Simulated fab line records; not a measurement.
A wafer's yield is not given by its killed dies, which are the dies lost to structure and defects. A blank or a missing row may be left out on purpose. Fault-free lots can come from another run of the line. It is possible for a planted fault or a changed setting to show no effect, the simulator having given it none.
Matching of chambers | flow nand_harc | 4 sister chambers for NHARC_A_STAIRCASE_ETCHBACK_422 on rie_diel-02
The step etches the open film in CH3F/O2, target depth 40 nm, time 74.286 s. 14 wafers are shown with their chamber, then 7 later ones without.

## WAFERS, EACH WITH ITS CHAMBER
wafer  | chamber | showerhead_plenum_p_Torr (Torr) | rf_vpp_V (V) | chamber_pressure_mTorr (mTorr)
L084.1 | 1       | 2.30                            | 241.4        | 24.994
L084.3 | 0       | 2.49                            | 245.1        | 25.017
L084.4 | 2       | 2.33                            | 242.5        | 24.997
L086.1 | 1       | 2.30                            | 241.9        | 24.996
L086.2 | 0       | 2.49                            | 245.5        | 25.044
L086.3 | 3       | 2.58                            | 246.0        | 25.010
L091.1 | 0       | 2.48                            | 244.5        | 25.018
L091.3 | 1       | 2.29                            | 241.8        | 24.983
L091.5 | 1       | 2.29                            | 242.4        | 24.984
L090.4 | 3       | 2.58                            | 247.2        | 24.941
L090.5 | 2       | 2.33                            | 240.3        | 25.003
L090.6 | 1       | 2.29                            | 241.4        | 24.985
L096.2 | 2       | 2.32                            | 241.6        | 24.988
L096.3 | 1       | 2.29                            | 242.0        | 25.025

SIGNATURES, as means of the wafers listed above
reading                  | chamber 0 | chamber 1 | chamber 2 | chamber 3 | scatter within a chamber
showerhead_plenum_p_Torr | 2.4867    | 2.2933    | 2.3267    | 2.5800    | 0.00516
rf_vpp_V                 | 245.033   | 241.817   | 241.467   | 246.600   | 0.663
chamber_pressure_mTorr   | 25.02633  | 24.99450  | 24.99600  | 24.97550  | 0.0206
Rule: a wafer lies at a distance from a chamber equal to the root of the sum of squares, over the readings, of (its reading less the chamber's mean, divided by the reading's scatter). The wafer belongs to the nearest chamber; if the next one is less than 2 further off, it can't be placed. The scatter: take each reading less its chamber's mean, square it, sum over the shown wafers, divide by the number of wafers less the number of chambers, and take the root.

## WAFERS WITHOUT THEIR CHAMBER
wafer  | showerhead_plenum_p_Torr (Torr) | rf_vpp_V (V) | chamber_pressure_mTorr (mTorr)
L096.4 | 2.48                            | 243.8        | 25.003
L094.3 | 2.29                            | 243.0        | 25.021
L094.4 | 2.48                            | 244.8        | 25.029
L094.6 | 2.29                            | 242.1        | 25.020
L095.1 | 2.29                            | 241.6        | 25.030
L095.2 | 2.32                            | 241.3        | 24.979
L095.4 | 2.29                            | 241.9        | 25.034

## THE CHAMBER EACH PASSED THROUGH
wafer  | from the rows above | in truth
L096.4 | 0                   | 0
L094.3 | 1                   | 1
L094.4 | 0                   | 0
L094.6 | 1                   | 1
L095.1 | 1                   | 1
L095.2 | 2                   | 2
L095.4 | 1                   | 1
Correctly placed: 7 of 7. From these rows, 0 cannot be placed. Placed wrongly: 0.
